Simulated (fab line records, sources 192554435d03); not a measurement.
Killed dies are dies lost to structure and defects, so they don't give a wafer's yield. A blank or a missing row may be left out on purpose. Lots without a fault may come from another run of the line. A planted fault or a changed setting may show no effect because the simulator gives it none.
Which tool did it? | flow n5_finfet | 10 lots, 28 wafers sampled, at 5 steps of a route of 1938

WHAT THE GAUGES READ, wafer by wafer
N5_BEOL_M12_THK_MEAS_01. Usual: M12_ILD_THK 657 nm, standard deviation 7.8.
lot  | measured     | on            | M12_ILD_THK (nm) | flag
L918 | day 10 19:25 | film_metro-02 | 653 647 658      |
L921 | day 11 10:56 | film_metro-01 | 648 656 657      |
L925 | day 12 12:38 | film_metro-01 | 652 658 664      |
L926 | day 12 14:32 | film_metro-01 | 664 658 663      |
L927 | day 12 23:29 | film_metro-01 | 659 654 666      |
L928 | day 13 03:04 | film_metro-02 | 659 668 666      |
L932 | day 13 22:54 | film_metro-02 | 969 985          | OFF
L933 | day 14 00:14 | film_metro-01 | 971 661          | OFF
L940 | day 15 23:31 | film_metro-02 | 649 661 666      |
L939 | day 17 03:59 | film_metro-01 | 658 658 661      |

WHICH TOOL RAN EACH LOT (tool, then ch and the chambers of the sampled wafers, then the start)
lot  | N5_BEOL_M11_CURE_72           | N5_BEOL_M11_SPUTTER_48       | N5_BEOL_M11_ANNEAL_51            | N5_BEOL_M12_ILD_DEP_00
L918 | uv_cure-02 ch 2, day 10 15:29 | pvd_sputter-01, day 10 18:16 | rtp_anneal-01 ch 0, day 10 18:30 | pecvd-02 ch 1,2, day 10 19:17
L921 | uv_cure-03 ch 0, day 11 08:46 | pvd_sputter-03, day 11 09:48 | rtp_anneal-01 ch 0, day 11 10:07 | pecvd-04 ch 0,1, day 11 10:49
L925 | uv_cure-02 ch 1, day 12 08:32 | pvd_sputter-03, day 12 09:49 | rtp_anneal-02 ch 0, day 12 11:43 | pecvd-01 ch 0,1,2, day 12 12:30
L926 | uv_cure-02 ch 0, day 12 12:01 | pvd_sputter-01, day 12 13:01 | rtp_anneal-02 ch 0, day 12 13:37 | pecvd-02 ch 0,1,2, day 12 14:24
L927 | uv_cure-02 ch 2, day 12 19:50 | pvd_sputter-02, day 12 22:13 | rtp_anneal-02 ch 0, day 12 22:31 | pecvd-04 ch 0,2, day 12 23:22
L928 | uv_cure-02 ch 0, day 13 00:48 | pvd_sputter-01, day 13 01:55 | rtp_anneal-02 ch 0, day 13 02:08 | pecvd-04 ch 1,2, day 13 02:56
L932 | uv_cure-03 ch 1, day 13 20:01 | pvd_sputter-03, day 13 21:46 | rtp_anneal-01 ch 0, day 13 22:02 | pecvd-04 ch 0,2, day 13 22:46
L933 | uv_cure-01 ch 0, day 13 21:16 | pvd_sputter-03, day 13 22:42 | rtp_anneal-01 ch 0, day 13 23:25 | pecvd-04 ch 1,2, day 14 00:09
L940 | uv_cure-01 ch 1, day 15 20:19 | pvd_sputter-02, day 15 21:59 | rtp_anneal-01 ch 0, day 15 22:34 | pecvd-02 ch 1,2, day 15 23:20
L939 | uv_cure-02 ch 1, day 17 01:20 | pvd_sputter-02, day 17 02:23 | rtp_anneal-01 ch 0, day 17 02:55 | pecvd-02 ch 0,1,2, day 17 03:52
- N5_BEOL_M11_CURE_72: cures SiCOH lowk, time 120 s.
- N5_BEOL_M11_SPUTTER_48: material Cu, target thk 12 nm, time 2 s.
- N5_BEOL_M11_ANNEAL_51: time 90 s.
- N5_BEOL_M12_ILD_DEP_00: deposits SiOC from DEMS/O2, target thk 658.92 nm, time 130.7 s.

WHAT THE TOOLS THEMSELVES READ (means of the sampled wafers that have a number; where no wafer has one, the mark that the record gives instead)
N5_BEOL_M11_CURE_72. Usual: lamp_power_pct 52.31 %, standard deviation 0.055; wafer_temp_C_max 372.0, standard deviation 0.76.
lot  | tool       | lamp_power_pct (%) | wafer_temp_C_max | flag
L918 | uv_cure-02 | 52.32              | 373.4            |
L921 | uv_cure-03 | 52.32              | 372.2            |
L925 | uv_cure-02 | 52.27              | 371.9            |
L926 | uv_cure-02 | 52.32              | 371.6            |
L927 | uv_cure-02 | 52.29              | 373.2            |
L928 | uv_cure-02 | 52.31              | 371.6            |
L932 | uv_cure-03 | 52.36              | 372.2            |
L933 | uv_cure-01 | 52.35              | 371.1            |
L940 | uv_cure-01 | 52.30              | 371.3            |
L939 | uv_cure-02 | 52.33              | 372.0            |

N5_BEOL_M11_SPUTTER_48. Usual: chamber_pressure_pa 0.13002 Pa, standard deviation 0.00026; substrate_temp_c -20.01 C, standard deviation 0.1; throttle_valve_pct 30.1 %, standard deviation 1.1.
lot  | tool           | chamber_pressure_pa (Pa) | substrate_temp_c (C) | throttle_valve_pct (%) | flag
L918 | pvd_sputter-01 | 0.13016                  | -20.03               | 29.5                   |
L921 | pvd_sputter-03 | 0.12994                  | -20.00               | 29.2                   |
L925 | pvd_sputter-03 | 0.13000                  | -20.03               | 29.7                   |
L926 | pvd_sputter-01 | 0.13017                  | -20.01               | 29.0                   |
L927 | pvd_sputter-02 | 0.13003                  | -20.06               | 30.6                   |
L928 | pvd_sputter-01 | 0.13016                  | -19.93               | 30.0                   |
L932 | pvd_sputter-03 | 0.12977                  | -20.20               | 31.6                   |
L933 | pvd_sputter-03 | 0.13002                  | -19.99               | 30.4                   |
L940 | pvd_sputter-02 | 0.12990                  | -19.89               | 30.7                   |
L939 | pvd_sputter-02 | 0.12997                  | -20.00               | 30.6                   |

N5_BEOL_M11_ANNEAL_51. Usual: wafer_temp_C_max 225.72, standard deviation 0.24.
lot  | tool          | wafer_temp_C_max | flag
L918 | rtp_anneal-01 | 225.81           |
L921 | rtp_anneal-01 | 226.10           |
L925 | rtp_anneal-02 | 225.68           |
L926 | rtp_anneal-02 | 225.74           |
L927 | rtp_anneal-02 | 225.68           |
L928 | rtp_anneal-02 | 225.48           |
L932 | rtp_anneal-01 | 225.80           |
L933 | rtp_anneal-01 | 226.05           |
L940 | rtp_anneal-01 | 226.00           |
L939 | rtp_anneal-01 | 225.55           |

N5_BEOL_M12_ILD_DEP_00. Usual: heater_power_w 458 W, standard deviation 68; rf_fwd_power_W 497.8 W, standard deviation 1.6; run_length_s 175.6 s, standard deviation 0.57; showerhead_plenum_p_Torr 5.696 Torr, standard deviation 0.016; throttle_valve_pct 12.0 %, standard deviation 0.74.
lot  | tool     | heater_power_w (W) | rf_fwd_power_W (W) | run_length_s (s) | showerhead_plenum_p_Torr (Torr) | throttle_valve_pct (%) | flag
L918 | pecvd-02 | 451                | 497.1              | 175.6            | 5.693                           | 12.6                   |
L921 | pecvd-04 | 396                | 496.8              | 175.3            | 5.679                           | 11.5                   |
L925 | pecvd-01 | 537                | 498.4              | 175.1            | 5.696                           | 12.0                   |
L926 | pecvd-02 | 463                | 497.3              | 176.0            | 5.704                           | 12.3                   |
L927 | pecvd-04 | 429                | 497.9              | 175.2            | 5.700                           | 11.3                   |
L928 | pecvd-04 | 421                | 496.8              | 175.1            | 5.691                           | 11.3                   |
L932 | pecvd-04 | 425                | 497.6              | 239.4            | 5.707                           | 11.3                   | OFF
L933 | pecvd-04 | 386                | 496.9              | 206.8            | 5.703                           | 11.4                   | OFF
L940 | pecvd-02 | 443                | 498.0              | 175.2            | 5.690                           | 12.7                   |
L939 | pecvd-02 | 459                | 498.5              | 175.9            | 5.703                           | 12.6                   |

THE ANSWER, worked out from the rows above alone
Rule: a lot is off if the mean of its wafers that have a number lies more than 3 standard deviations from the usual mean. A lot without any number at a reading at which 4 lots or more have one is off too. The other lots that the step has rows for count as sound. The gauges are gone through in route order, then the tools' own readings, and for those a lot's mean is taken as printed above. The first step at which some lot is off is used, and at that step the reading that is off furthest; a lot without a number counts as furthest.
Off: L932, L933, at N5_BEOL_M12_THK_MEAS_01 (M12_ILD_THK).
A tool fits if, at a process step before that reading, it ran every lot that is off, and no sound lot after the first of them. The gauges at N5_BEOL_M12_THK_MEAS_01 aren't tried: what is off there is off at N5_BEOL_M12_ILD_DEP_00 too, on other tools, and a gauge's error can't cause that. Can't be told from this: 2 tools fit, pvd_sputter-03 at N5_BEOL_M11_SPUTTER_48, pecvd-04 at N5_BEOL_M12_ILD_DEP_00.

WHAT THE SIMULATOR HAD PUT IN
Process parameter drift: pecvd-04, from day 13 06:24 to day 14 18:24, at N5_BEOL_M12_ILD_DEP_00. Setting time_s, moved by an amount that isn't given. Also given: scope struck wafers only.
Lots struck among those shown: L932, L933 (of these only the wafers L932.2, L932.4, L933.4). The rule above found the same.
